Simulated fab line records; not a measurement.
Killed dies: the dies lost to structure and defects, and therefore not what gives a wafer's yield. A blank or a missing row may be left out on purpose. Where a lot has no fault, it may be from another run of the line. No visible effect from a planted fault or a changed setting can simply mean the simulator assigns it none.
Which tool is to blame? ; flow n5-finfet ; 32 wafers sampled from 11 lots at 1 step of a route of 1938

== WHAT THE GAUGES SHOWED, per wafer ==
N5_BEOL_M13_INSPECT_30: inspects for defects (macro).
lot;measured;on;raw-defect-count
L925;day 11 09:11;defect-inspect-02;1 1 0
L926;day 11 13:58;defect-inspect-02;5 2 4
L928;day 11 23:01;defect-inspect-01;1 4 2
L930;day 12 13:13;defect-inspect-02;4 1 3
L935;day 13 13:46;defect-inspect-01;1 6
L940;day 15 03:35;defect-inspect-02;2 2 1
L945;day 16 00:25;defect-inspect-01;1 6 1
L944;day 16 04:07;defect-inspect-01;0 3 2
L946;day 16 04:19;defect-inspect-01;1 3 0
L948;day 16 16:59;defect-inspect-02;2 1 4
L947;day 16 18:26;defect-inspect-01;2 5 3

== WHICH TOOL RAN EACH LOT (tool, then ch and the chambers of the sampled wafers, then the start) ==
No process step before these readings appears in the record.

== WHAT THE TOOLS THEMSELVES READ (means of the sampled wafers that have a number; where no wafer has one, the mark that the record gives instead) ==
The record holds no such reading with a usual standard deviation.

== THE ANSWER, worked out from the rows above alone ==
Rule: the lots themselves supply what counts as usual. The widest of any qualifying gaps counts: lots, ordered by their means at a reading, are off when they make up no more than a third of the lots, leave a main group of 4 or more, and stand apart from it by 3 or more times the standard deviation of that group's means. If all means in a main group match to the digits the tables above print for the reading, that group is not used. A lot without any number at a reading at which 4 lots or more have one is off too. Where the step has rows for the other lots, those lots are counted as sound. The gauges are gone through in route order, then the tools' own readings, and for those a lot's mean is taken as printed above. At the first step where some lot is off, the reading lying furthest off is the one used; lots without a number count as furthest.
Across all readings shown, no lot is off: no conclusion can be drawn from this.

== WHAT THE SIMULATOR PUT IN ==
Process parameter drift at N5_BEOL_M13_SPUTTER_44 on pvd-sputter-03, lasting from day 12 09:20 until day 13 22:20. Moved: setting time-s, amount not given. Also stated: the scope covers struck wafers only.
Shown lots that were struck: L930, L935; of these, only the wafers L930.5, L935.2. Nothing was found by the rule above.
